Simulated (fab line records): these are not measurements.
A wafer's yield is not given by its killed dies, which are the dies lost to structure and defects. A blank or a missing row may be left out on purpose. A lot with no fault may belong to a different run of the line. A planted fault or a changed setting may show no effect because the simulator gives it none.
Chamber matching    flow nandHarc    cmp-03 running NHARC_A_CONTACT_CMP_20: 4 sister chambers
The step polishes, t overpolish 30 s, target thk 300 nm. 8 wafers are shown with their chamber, then 8 later ones without.

WAFERS, EACH WITH ITS CHAMBER
wafer   chamber  timeToEndpointS (s)  motorCurrentA (A)
L083.1  3        61.8                 9.9
L085.2  0        60.7                 10.6
L085.3  2        63.4                 11.3
L085.6  0        61.4                 10.5
L086.1  3        61.9                 10.9
L086.2  1        56.9                 10.6
L086.5  1        59.8                 11.2
L090.2  2        58.0                 10.8

WAFERS WITH NO CHAMBER GIVEN
wafer   timeToEndpointS (s)  motorCurrentA (A)
L090.5  59.7                 11.0
L090.6  56.1                 10.6
L091.2  59.7                 10.7
L091.4  57.5                 11.1
L091.6  55.3                 11.2
L095.2  55.8                 11.1
L095.5  59.4                 10.7
L095.6  60.4                 11.1

WHICH CHAMBER EACH WENT THROUGH
wafer   from the rows above                in truth
L090.5  can't be placed: 2 or 1 or 0 or 3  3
L090.6  can't be placed: 1 or 0 or 2 or 3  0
L091.2  can't be placed: 0 or 1 or 2 or 3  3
L091.4  can't be placed: 1 or 2 or 0 or 3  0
L091.6  can't be placed: 1 or 2 or 0 or 3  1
L095.2  can't be placed: 1 or 2 or 0 or 3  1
L095.5  can't be placed: 1 or 0 or 2 or 3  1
L095.6  can't be placed: 2 or 1 or 0 or 3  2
Correctly placed: 0 of 8. Cannot be placed on the basis of these rows: 8; the candidates contain the true chamber in 8. Placed wrongly: 0.
How it was worked out, from the rows above alone: a wafer's distance from a chamber is the root of the sum, over the readings, of the square of ((its reading less the chamber's mean) divided by the reading's scatter). If the next closest chamber is less than 2 further off than the closest, the wafer can't be placed; otherwise it belongs to the closest. For every chamber, the mean is computed from those of its wafers that are shown. How the scatter is found: for the shown wafers, subtract from each reading the mean of its chamber, square and add these, divide the total by (wafers less chambers), then take the root.
